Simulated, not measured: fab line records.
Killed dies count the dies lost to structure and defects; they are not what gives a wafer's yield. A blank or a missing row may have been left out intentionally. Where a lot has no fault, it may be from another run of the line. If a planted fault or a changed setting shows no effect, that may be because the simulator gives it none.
Matching of chambers	flow n5 finfet	rie diel-06 running N5_FIN_SAQP_DESCUM_21: 4 sister chambers
The step chemistry O2, time 7.9 s. 16 wafers are shown with their chamber, then 8 later ones without.

EACH WAFER AND ITS CHAMBER
wafer	chamber	throttle valve pct (%)	showerhead plenum p Torr (Torr)	oes product au (a.u.)
L074.2	3	20.63	2.09	0.73
L074.3	0	20.82	2.07	0.66
L074.5	2	20.50	2.06	0.67
L075.2	2	20.50	2.06	0.68
L075.4	3	20.64	2.09	0.73
L075.6	2	20.50	2.06	0.68
L080.4	0	20.83	2.06	0.65
L080.5	2	20.51	2.05	0.67
L080.6	1	20.99	2.17	0.70
L082.3	0	20.85	2.06	0.65
L082.4	3	20.65	2.08	0.73
L082.6	0	20.84	2.06	0.65
L083.1	0	20.84	2.06	0.65
L083.4	3	20.66	2.08	0.73
L083.5	0	20.85	2.06	0.66
L084.2	1	21.00	2.17	0.69

SIGNATURES (averages over the wafers above)
reading	chamber 0	chamber 1	chamber 2	chamber 3	scatter within a chamber
throttle valve pct	20.8383	20.9950	20.5025	20.6450	0.0104
showerhead plenum p Torr	2.0617	2.1700	2.0575	2.0850	0.00464
oes product au	0.6533	0.6950	0.6750	0.7300	0.00486
Rule: for a wafer and a chamber, the distance is found by dividing, reading by reading, the gap between the wafer's reading and the chamber's mean by the reading's scatter, squaring, summing and taking the root. If the next closest chamber is less than 2 further off than the closest, the wafer can't be placed; otherwise it belongs to the closest. The scatter is the square root of a quotient: the sum, over the shown wafers, of each reading's squared deviation from its chamber's mean, divided by wafers minus chambers.

WAFERS WHOSE CHAMBER IS MISSING
wafer	throttle valve pct (%)	showerhead plenum p Torr (Torr)	oes product au (a.u.)
L084.3	20.65	2.08	0.71
L084.6	21.01	2.17	0.69
L091.1	20.70	2.07	0.70
L091.4	20.58	2.06	0.96
L091.5	20.23	2.04	0.91
L096.3	20.71	2.07	0.70
L096.4	20.26	2.04	0.89
L096.5	20.68	2.16	0.96

WHICH CHAMBER EACH WENT THROUGH
wafer	from the rows above	in truth
L084.3	3	3
L084.6	1	1
L091.1	3	3
L091.4	3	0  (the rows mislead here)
L091.5	can't be placed: 2 or 3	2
L096.3	3	3
L096.4	can't be placed: 2 or 3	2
L096.5	3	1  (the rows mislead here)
Placed correctly: 4 of 8. Unplaceable from these rows: 2, with the true chamber sitting among the candidates in 2. Placed wrongly: 2.
